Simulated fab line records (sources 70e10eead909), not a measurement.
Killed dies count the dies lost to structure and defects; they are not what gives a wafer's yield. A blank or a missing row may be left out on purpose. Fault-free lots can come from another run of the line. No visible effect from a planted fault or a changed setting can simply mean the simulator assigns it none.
Matching of chambers    flow nand_harc    rie_diel-03 running NHARC_A_STAIRCASE_DESCUM_168: 4 sister chambers
The step chemistry O2, time 3 s. 4 wafers are shown with their chamber, then 9 later ones without.

## WAFERS, EACH WITH ITS CHAMBER
wafer   chamber  showerhead_plenum_p_Torr (Torr)
L081.1  1        1.82
L088.3  3        2.07
L090.2  0        1.83
L090.5  2        2.02

## WAFERS WITHOUT THEIR CHAMBER
wafer   showerhead_plenum_p_Torr (Torr)
L094.1  1.80
L094.2  1.83
L094.6  2.02
L097.1  2.02
L097.3  1.80
L097.6  2.07
L096.1  1.80
L096.3  2.06
L096.4  2.02

## EACH ONE'S CHAMBER
wafer   from the rows above      in truth
L094.1  can't be placed: 1 or 0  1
L094.2  can't be placed: 0 or 1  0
L094.6  2                        2
L097.1  2                        2
L097.3  can't be placed: 1 or 0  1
L097.6  3                        3
L096.1  can't be placed: 1 or 0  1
L096.3  3                        3
L096.4  2                        2
Correctly placed: 5 of 9. These rows do not allow placing 4 (true chamber among the candidates in 4). Wrongly placed: 0.
How it was worked out, from the rows above alone: a wafer's distance from a chamber is the root of the sum, over the readings, of the square of ((its reading less the chamber's mean) divided by the reading's scatter). The wafer belongs to the nearest chamber; if the next one is less than 2 further off, it can't be placed. A chamber's mean is the mean of its shown wafers. The scatter: root of mean squared gap, hidden wafer to nearest shown wafer, with one shown wafer a chamber.
